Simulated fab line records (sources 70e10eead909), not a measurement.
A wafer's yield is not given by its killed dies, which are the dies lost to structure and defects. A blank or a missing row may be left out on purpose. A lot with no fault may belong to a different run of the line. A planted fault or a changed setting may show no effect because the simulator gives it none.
Which tool is to blame? :: flow nandHarc :: Sampling: 7 lots, 21 wafers, 4 of 1159 route steps

## WHAT THE GAUGES SHOWED, per wafer
NHARC_A_ONON_D1_THK_MEAS_21: measures by ellipsometry.
lot: L928
measured: day 9 17:06
on: filmMetro-02
thkNm (nm): 1008 1005 1006

lot: L926
measured: day 9 23:34
on: filmMetro-01
thkNm (nm): 992 991 990

lot: L930
measured: day 9 23:47
on: filmMetro-02
thkNm (nm): 993 992 995

lot: L933
measured: day 10 23:31
on: filmMetro-01
thkNm (nm): 1003 1008 1007

lot: L937
measured: day 12 01:19
on: filmMetro-02
thkNm (nm): 1016 1017 1018

lot: L942
measured: day 12 22:16
on: filmMetro-01
thkNm (nm): 904 903 905

lot: L944
measured: day 13 18:49
on: filmMetro-02
thkNm (nm): 901 903 902

## WHICH TOOL RAN EACH LOT (tool, then ch and the chambers of the sampled wafers, then the start)
lot: L928
NHARC_A_ZERO_WELL_DESCUM_12: rieDiel-06 ch 1, day 8 06:36
NHARC_A_ZERO_WELL_ETCH_19: rieDiel-06 ch 3, day 8 06:44
NHARC_A_ONON_D1_DEP_19: pecvdOnon-04 ch 0, day 9 16:35

lot: L926
NHARC_A_ZERO_WELL_DESCUM_12: rieDiel-03 ch 0,2,3, day 8 12:45
NHARC_A_ZERO_WELL_ETCH_19: rieDiel-03 ch 0,2, day 8 12:50
NHARC_A_ONON_D1_DEP_19: pecvdOnon-02 ch 0, day 9 23:04

lot: L930
NHARC_A_ZERO_WELL_DESCUM_12: rieDiel-06 ch 1,3, day 8 16:35
NHARC_A_ZERO_WELL_ETCH_19: rieDiel-06 ch 0,1, day 8 16:40
NHARC_A_ONON_D1_DEP_19: pecvdOnon-03 ch 0, day 9 23:16

lot: L933
NHARC_A_ZERO_WELL_DESCUM_12: rieDiel-06 ch 0,2,3, day 9 17:11
NHARC_A_ZERO_WELL_ETCH_19: rieDiel-06 ch 0,1,2, day 9 17:16
NHARC_A_ONON_D1_DEP_19: pecvdOnon-03 ch 0, day 10 23:00

lot: L937
NHARC_A_ZERO_WELL_DESCUM_12: rieDiel-06 ch 1,2, day 10 16:08
NHARC_A_ZERO_WELL_ETCH_19: rieDiel-06 ch 0,2,3, day 10 16:12
NHARC_A_ONON_D1_DEP_19: pecvdOnon-02 ch 0, day 12 00:51

lot: L942
NHARC_A_ZERO_WELL_DESCUM_12: rieDiel-05 ch 0,1,3, day 11 13:07
NHARC_A_ZERO_WELL_ETCH_19: rieDiel-05 ch 0,1,2, day 11 13:13
NHARC_A_ONON_D1_DEP_19: pecvdOnon-04 ch 0, day 12 21:48

lot: L944
NHARC_A_ZERO_WELL_DESCUM_12: rieDiel-03 ch 0,1, day 12 10:42
NHARC_A_ZERO_WELL_ETCH_19: rieDiel-03 ch 1,2, day 12 10:47
NHARC_A_ONON_D1_DEP_19: pecvdOnon-04 ch 0, day 13 18:22
- NHARC_A_ZERO_WELL_DESCUM_12: chemistry O2, time 3 s.
- NHARC_A_ZERO_WELL_ETCH_19: etches the open film in N2/H2, target depth 80 nm, overetch 24 nm, time 87.88 s.
- NHARC_A_ONON_D1_DEP_19: target thk 1000 nm.

## THE ANSWER, worked out from the rows above alone
Rule: the usual values come from the lots themselves. The widest of any qualifying gaps counts: lots, ordered by their means at a reading, are off when they make up no more than a third of the lots, leave a main group of 4 or more, and stand apart from it by 3 or more times the standard deviation of that group's means. A main group whose means are all the same, to the digits that the tables above print for the reading, isn't used. Also off: a lot with no number at a reading for which 4 or more lots have one. Where the step has rows for the other lots, those lots are counted as sound.
Off at NHARC_A_ONON_D1_THK_MEAS_21 (thkNm): L942, L944. The main group: mean 1003 nm, standard deviation 9.5.
If a tool, at a process step before that reading, ran all the lots that are off and no sound lot after the first of them, it fits. Those tools and the gauges at NHARC_A_ONON_D1_THK_MEAS_21 are tried in the same way. One candidate fits, namely pecvdOnon-04 at NHARC_A_ONON_D1_DEP_19. A fault onset in the window from L928 (day 9 16:35, its last sound lot) to L942 (day 12 21:48, its first lot off) fits.

## WHAT THE SIMULATOR PUT IN
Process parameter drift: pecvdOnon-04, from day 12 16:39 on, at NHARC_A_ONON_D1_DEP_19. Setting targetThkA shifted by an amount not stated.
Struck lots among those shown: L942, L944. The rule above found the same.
